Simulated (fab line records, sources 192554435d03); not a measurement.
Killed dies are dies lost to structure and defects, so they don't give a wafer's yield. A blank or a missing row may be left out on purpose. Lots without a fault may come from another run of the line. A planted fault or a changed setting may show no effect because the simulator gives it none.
Chamber matching | flow n5_finfet | N5_BEOL_M6_ETCH_66 on rie_diel-04: 4 sister chambers
The step etches SOC in N2/H2, target depth 80 nm, overetch 16 nm, time 120 s. 18 wafers are shown with their chamber, then 9 later ones without.

WAFERS WITH THEIR CHAMBER
wafer  | chamber | throttle_valve_pct (%) | showerhead_plenum_p_Torr (Torr) | oes_product_au (a.u.)
L076.3 | 0       | 18.18                  | 2.51                            | 0.55
L076.4 | 1       | 17.39                  | 2.60                            | 0.67
L076.6 | 2       | 17.37                  | 2.70                            | 0.75
L075.1 | 2       | 17.37                  | 2.70                            | 0.75
L075.2 | 1       | 17.39                  | 2.60                            | 0.67
L075.3 | 0       | 18.15                  | 2.51                            | 0.55
L075.4 | 1       | 17.39                  | 2.60                            | 0.67
L075.5 | 2       | 17.36                  | 2.70                            | 0.75
L075.6 | 0       | 18.18                  | 2.51                            | 0.55
L080.1 | 1       | 17.42                  | 2.60                            | 0.66
L080.2 | 0       | 18.19                  | 2.51                            | 0.54
L080.4 | 3       | 18.07                  | 2.63                            | 0.56
L085.2 | 2       | 17.40                  | 2.69                            | 0.69
L085.4 | 0       | 18.22                  | 2.51                            | 0.54
L085.5 | 2       | 17.41                  | 2.69                            | 0.70
L086.1 | 3       | 18.12                  | 2.62                            | 0.55
L086.2 | 1       | 17.42                  | 2.59                            | 0.64
L086.3 | 0       | 18.22                  | 2.50                            | 0.53

SIGNATURES (means of the wafers above)
reading                  | chamber 0 | chamber 1 | chamber 2 | chamber 3 | scatter within a chamber
throttle_valve_pct       | 18.1900   | 17.4020   | 17.3820   | 18.0950   | 0.0236
showerhead_plenum_p_Torr | 2.5083    | 2.5980    | 2.6960    | 2.6250    | 0.00488
oes_product_au           | 0.5433    | 0.6620    | 0.7280    | 0.5550    | 0.0184
Rule: a wafer's distance from a chamber is the root of the sum, over the readings, of the square of ((its reading less the chamber's mean) divided by the reading's scatter). The wafer belongs to the nearest chamber; if the next one is less than 2 further off, it can't be placed. The scatter: the root of (the sum of the squares of (reading less its chamber's mean) over the shown wafers, divided by (wafers less chambers)).

WAFERS WITHOUT THEIR CHAMBER
wafer  | throttle_valve_pct (%) | showerhead_plenum_p_Torr (Torr) | oes_product_au (a.u.)
L088.1 | 18.10                  | 2.62                            | 0.56
L088.3 | 17.44                  | 2.59                            | 0.65
L088.4 | 17.42                  | 2.69                            | 0.69
L090.1 | 18.12                  | 2.62                            | 0.55
L090.2 | 17.42                  | 2.68                            | 0.68
L090.4 | 17.43                  | 2.59                            | 0.64
L097.1 | 18.16                  | 2.61                            | 0.54
L097.3 | 17.46                  | 2.68                            | 0.66
L097.5 | 17.45                  | 2.58                            | 0.62

WHICH CHAMBER EACH WENT THROUGH
wafer  | from the rows above | in truth
L088.1 | 3                   | 3
L088.3 | 1                   | 1
L088.4 | 2                   | 2
L090.1 | 3                   | 3
L090.2 | 2                   | 2
L090.4 | 1                   | 1
L097.1 | 3                   | 3
L097.3 | 2                   | 2
L097.5 | 1                   | 1
Placed correctly: 9 of 9. Can't be placed from these rows: 0. Placed wrongly: 0.
